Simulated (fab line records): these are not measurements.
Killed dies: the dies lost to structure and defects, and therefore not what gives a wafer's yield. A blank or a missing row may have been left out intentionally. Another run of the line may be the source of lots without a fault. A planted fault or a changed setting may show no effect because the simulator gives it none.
One fault seen from 2 desks -- flow n5 finfet -- numbers are kept per desk, each desk with only its own; the story behind them comes last

## AT THE TOOL OWNER'S DESK: pecvd-01
The tool's own readings at N5_BEOL_M9_PECVD_70 (deposits SiO2 from TEOS/O2, target thk 20 nm, time 22.7 s): means of the sampled wafers that have a number, for each lot that ran on this tool. Any lot whose mean is over 4 standard deviations away from the usual mean is out of limits and marked OUT; that distance is given in the brackets.
Columns: A = heater power w at N5_BEOL_M9_PECVD_70, usual 712 W; B = showerhead plenum p Torr at N5_BEOL_M9_PECVD_70, usual 8.83 Torr; C = throttle valve pct at N5_BEOL_M9_PECVD_70, usual 22.0 %
lot,first seen here,A,B,C
L550,day 11 05:07,783,8.87,21.3
L547,day 11 07:37,781,8.88,21.2
L555,day 12 19:02,751,8.88,21.3
L556,day 13 06:05,838,8.85,21.9
L558,day 13 08:14,821,8.85,21.4
L561,day 14 09:13,842,8.85,21.4
This desk's verdict: no lot among the 6 shows anything out of limits.

## THE METROLOGY DESK
Means of the sampled wafers that have a number, per lot and without regard to the tool the lot ran on: this is what the gauges read. Any lot whose mean is over 4 standard deviations away from the usual mean is out of limits and marked OUT; that distance is given in the brackets.
Columns: A = cd nm at N5_BEOL_M9_CD_MEAS_35, usual 69.9 nm; B = M9_RS at N5_BEOL_M9_RS_MEAS_57, usual 0.151 ohm/sq
lot,first seen here,A,B
L545,day 9 20:58,69.8,0.154
L546,day 10 19:03,70.2,0.153
L550,day 11 08:02,69.5,0.151
L547,day 11 12:53,70.0,0.154
L551,day 12 00:02,70.0,0.152
L554,day 12 18:39,70.2,0.150
L555,day 13 02:10,69.5,0.150
L556,day 13 10:34,70.2,0.152
L558,day 13 12:37,69.4,0.149
L557,day 13 17:21,69.9,0.150
L561,day 14 15:16,69.8,0.149
This desk's verdict: no lot among the 11 shows anything out of limits.

## TAKEN TOGETHER
The tool owner's desk saw nothing out of limits.
From the metrology desk's view, nothing was out of limits.

## WHAT THE SIMULATOR PUT IN
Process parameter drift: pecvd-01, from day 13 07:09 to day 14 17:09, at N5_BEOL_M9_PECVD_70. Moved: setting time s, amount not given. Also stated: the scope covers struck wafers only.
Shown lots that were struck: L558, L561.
